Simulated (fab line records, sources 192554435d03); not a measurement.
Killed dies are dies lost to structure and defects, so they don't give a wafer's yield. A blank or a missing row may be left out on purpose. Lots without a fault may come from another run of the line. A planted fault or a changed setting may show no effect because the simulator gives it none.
A struck lot beside a sound one | flow n5_finfet | 16 steps out of a route of 1938
Sound: wafers L350.2, L350.4, L350.6. Struck: wafers L353.3, L353.4, L353.6. The cause comes at the end.
At each step with rows: each side's tool, then ch and its chambers, then its first start. Under that, the readings that differ: sound wafers | struck wafers | difference of the means | sigmas: that difference in standard deviations of wafers without a fault.
alike: readings whose means differ by less than 2 such deviations, and words and numbers that are the same on both sides. not compared: withheld readings, readings that some wafer has no value for, bounds like >300 that may hide the same value, and numbers for which the record gives no deviation and whose values overlap.
The two part at a step that has a row with sigmas, a row that says differs or no value, or rows on one side only. Numbers that don't overlap but have no deviation are shown without sigmas and don't part them. A reading that every wafer of one side lacks parts them only if that side has two wafers or more.

first, 6 steps without rows for these wafers: N5_BEOL_M4_COAT_22 (resist thk 30 nm); N5_BEOL_M4_EBR_24; N5_BEOL_M4_SOFTBAKE_23 (time 60 s); N5_BEOL_M4_EXPOSE_25 (exposes mask V3, defocus 5 nm); N5_BEOL_M4_PEB_26 (peb time 60 s); N5_BEOL_M4_DEVELOP_27 (develop time 30 s).
N5_BEOL_M4_CD_MEAS_28: target cd 26.2 nm, target cd y 24.1 nm.
  sound on cd_sem-03 ch 0, day 8 07:11; struck on cd_sem-01 ch 0, day 9 08:36
  alike: cd_nm
N5_BEOL_M4_OVL_MEAS_29:
  sound on overlay-02 ch 0, day 8 07:13; struck on overlay-01 ch 0, day 9 08:38
  alike: V3_OVL
N5_BEOL_M4_INSPECT_30: inspects for defects (brightfield).
  sound on defect_inspect-02, day 8 07:16; struck on defect_inspect-01, day 9 08:41
  alike: raw_defect_count
N5_BEOL_M4_DESCUM_33: chemistry O2, time 7 s.
  sound on rie_diel-01 ch 1,2, day 8 07:18; struck on rie_diel-01 ch 1,2,3, day 9 08:43
  alike: bias_power_w, drypump_motor_current_A, o2_flow_sccm, oes_product_au, rf_vpp_V, showerhead_plenum_p_Torr, throttle_valve_pct
  not compared: rf_hours_counter_h
N5_BEOL_M4_ETCH_77: etches underlayer in N2/H2, target depth 6.5 nm, time 5.2 s.
  sound on rie_diel-01 ch 1,2, day 8 07:20; struck on rie_diel-01 ch 1,2,3, day 9 08:46
  alike: drypump_motor_current_A, etch_rf_on_time_s, oes_product_au, rf_vpp_V, showerhead_plenum_p_Torr, throttle_valve_pct
  not compared: rf_hours_counter_h
N5_BEOL_M4_ETCH_69: etches SiARC in CF4, target depth 15.6 nm, time 26 s.
  sound on rie_diel-01 ch 1,2, day 8 07:21; struck on rie_diel-01 ch 1,2,3, day 9 08:46
  alike: drypump_motor_current_A, etch_rf_on_time_s, oes_product_au, rf_vpp_V, showerhead_plenum_p_Torr, throttle_valve_pct
  not compared: rf_hours_counter_h
N5_BEOL_M4_ALD_98: deposits SiO2, target thk 2.5 nm, pulse time 1 s, co reactant pulse time 1 s.
  sound on ald_sin-04 ch 0,1,2, day 8 07:26; struck on ald_sin-03 ch 0,2,3, day 9 08:52
  reading              | sound              | struck               | difference | sigmas
  susceptor_temp_C (C) | 99.97 99.77 100.15 | 102.74 102.75 102.72 | +2.77      | +23
  alike: heater_power_w, precursor_pulse_height_rel
  not compared: since_wet_clean_h
N5_BEOL_M4_ETCHBACK_99: etches SiO2 in CHF3, target depth 5 nm, time 10.4 s.
  sound on rie_diel-06 ch 1,2,3, day 8 14:55; struck on rie_diel-06 ch 0,1,2, day 9 16:28
  alike: drypump_motor_current_A, oes_product_au, rf_vpp_V, showerhead_plenum_p_Torr, throttle_valve_pct
  not compared: rf_hours_counter_h
N5_BEOL_M4_RC_MEAS_101:
  sound on prober-01 ch 0, day 8 19:42; struck on prober-02 ch 0, day 9 21:12
  alike: DIBL_N, DIBL_P, IOFF_N, IOFF_P, ION_N, ION_P, SS_N, SS_P, VT_N, VT_P
-- the record jumps here: 5 days lie between the struck wafers' starts before and after (it left off in module BEOL_M4 and takes up again in module PASSIVATION, whose first step shown is number 1936 of the route) --
N5_PASSIVATION_PROBE_49:
  sound on prober-02, day 14 03:59; struck on prober-01, day 14 15:22
  reading            | sound    | struck   | difference | sigmas
  killed_at_M0_to_M3 | 28 22 30 | 61 60 58 | +33        | +3
  alike: defect_limited_yield, killed_at_M4_up, killed_at_contacts, killed_at_front_end, killed_at_other, killed_dies, killed_open, killed_short, sort_bin_5_function, sort_bin_6_memory, sort_n_pass, sort_yield_pct

WHERE THEY PART
First at N5_BEOL_M4_ALD_98; last, within this record, at N5_PASSIVATION_PROBE_49.

WHY: what the simulator had put in
Process parameter drift: ald_sin-03, from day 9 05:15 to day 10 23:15, at N5_BEOL_M4_ALD_98. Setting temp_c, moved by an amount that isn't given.
